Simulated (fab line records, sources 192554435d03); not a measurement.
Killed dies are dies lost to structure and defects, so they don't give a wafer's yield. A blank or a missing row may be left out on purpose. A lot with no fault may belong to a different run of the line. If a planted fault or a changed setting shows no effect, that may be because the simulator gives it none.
Which tool did it?	flow n5_finfet	14 lots (42 wafers sampled), 1 step of a 1938-step route

## WHAT THE GAUGES SHOWED, per wafer
N5_BEOL_M15_THK_MEAS_01.
lot	measured	on	M15_ILD_THK (nm)
L830	day 14 22:40	film_metro-01	1599 1591 1617
L835	day 15 16:29	film_metro-01	1626 1661 1650
L831	day 15 20:35	film_metro-02	1633 1650 1673
L833	day 16 06:13	film_metro-01	1654 1648 1657
L836	day 16 17:37	film_metro-02	1602 1607 1623
L834	day 16 18:36	film_metro-01	1629 1658 1660
L837	day 17 02:40	film_metro-02	1640 1657 1630
L839	day 17 08:55	film_metro-01	1607 1643 1639
L838	day 18 00:47	film_metro-02	1608 1647 1644
L841	day 18 01:49	film_metro-01	1634 1658 1653
L846	day 18 22:02	film_metro-01	1624 1586 1644
L847	day 19 12:19	film_metro-01	1587 1658 1635
L849	day 19 12:35	film_metro-01	1613 1612 1643
L848	day 20 04:59	film_metro-01	1629 1616 1638

## EACH LOT AND THE TOOL THAT RAN IT (in order: tool; ch and the chambers of the sampled wafers; start)
There is no process step in the record ahead of these readings.

## AS READ BY THE TOOLS THEMSELVES (means over the sampled wafers that have a number; for cases with no such wafer, the mark the record gives instead)
The record holds no such reading with a usual standard deviation.

## THE ANSWER, worked out from the rows above alone
Rule: the usual values come from the lots themselves. Put in order of their means at a reading, lots are off if they are a third of the lots or fewer, leave a main group of 4 or more, and stand apart from it by a gap of 3 or more times the standard deviation of the main group's means; of several such gaps the widest counts. If all means in a main group match to the digits the tables above print for the reading, that group is not used. A lot without any number at a reading at which 4 lots or more have one is off too. Any other lot the step has rows for is counted as sound. The gauges are gone through in route order, then the tools' own readings, and for those a lot's mean is taken as printed above. The first step at which some lot is off is used, and at that step the reading that is off furthest; a lot without a number counts as furthest.
No lot is off at any reading shown: from this, nothing can be told.

## WHAT THE SIMULATOR HAD INSERTED
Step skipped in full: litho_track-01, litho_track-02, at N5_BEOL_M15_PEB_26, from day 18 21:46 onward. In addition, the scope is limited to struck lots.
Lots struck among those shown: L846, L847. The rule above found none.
